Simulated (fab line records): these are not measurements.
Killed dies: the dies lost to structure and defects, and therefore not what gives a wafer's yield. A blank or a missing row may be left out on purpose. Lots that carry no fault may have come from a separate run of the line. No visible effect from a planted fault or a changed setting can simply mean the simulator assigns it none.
Chamber matching -- flow n5Finfet -- N5_BEOL_M4_DEP_57 on pecvd-01 has 3 sister chambers
The step deposits SiCN from 3MS/NH3, target thk 8 nm, time 14 s. 14 wafers are shown with their chamber, then 7 later ones without.

== WAFERS PAIRED WITH THEIR CHAMBERS ==
wafer,chamber,throttleValvePct (%),showerheadPlenumPTorr (Torr),chamberPressureTorr (Torr)
L080.1,1,9.3,3.652,3.003
L080.4,0,8.9,3.641,3.004
L080.5,1,9.5,3.654,3.003
L078.1,0,8.9,3.637,2.994
L078.4,0,9.0,3.648,2.992
L078.5,1,9.4,3.655,3.007
L083.3,0,9.0,3.637,2.999
L083.5,0,9.3,3.639,2.994
L083.6,2,8.6,3.647,3.005
L084.2,2,8.4,3.649,3.000
L084.5,2,8.4,3.651,3.009
L084.6,0,8.9,3.638,3.001
L086.2,0,9.1,3.636,3.011
L086.3,1,9.5,3.657,2.998

SIGNATURES (averages over the wafers above)
reading,chamber 0,chamber 1,chamber 2,scatter within a chamber
throttleValvePct,9.014,9.425,8.467,0.129
showerheadPlenumPTorr,3.63943,3.65450,3.64900,0.00334
chamberPressureTorr,2.99929,3.00275,3.00467,0.00566
Rule: for a wafer and a chamber, the distance is found by dividing, reading by reading, the gap between the wafer's reading and the chamber's mean by the reading's scatter, squaring, summing and taking the root. If the next closest chamber is less than 2 further off than the closest, the wafer can't be placed; otherwise it belongs to the closest. The scatter: take each reading less its chamber's mean, square it, sum over the shown wafers, divide by the number of wafers less the number of chambers, and take the root.

== WAFERS WITHOUT THEIR CHAMBER ==
wafer,throttleValvePct (%),showerheadPlenumPTorr (Torr),chamberPressureTorr (Torr)
L086.6,8.4,3.642,2.992
L094.1,8.4,3.654,3.002
L094.2,9.1,3.640,2.997
L094.4,9.2,3.640,2.996
L096.1,9.0,3.641,2.988
L096.3,9.6,3.655,2.996
L096.5,9.4,3.661,2.999

== EACH ONE'S CHAMBER ==
wafer,from the rows above,in truth
L086.6,can't be placed: 2 or 0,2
L094.1,2,2
L094.2,0,0
L094.4,0,0
L096.1,0,0
L096.3,1,1
L096.5,1,1
Placed correctly: 6 of 7. These rows do not allow placing 1 (true chamber among the candidates in 1). Placed wrongly: 0.
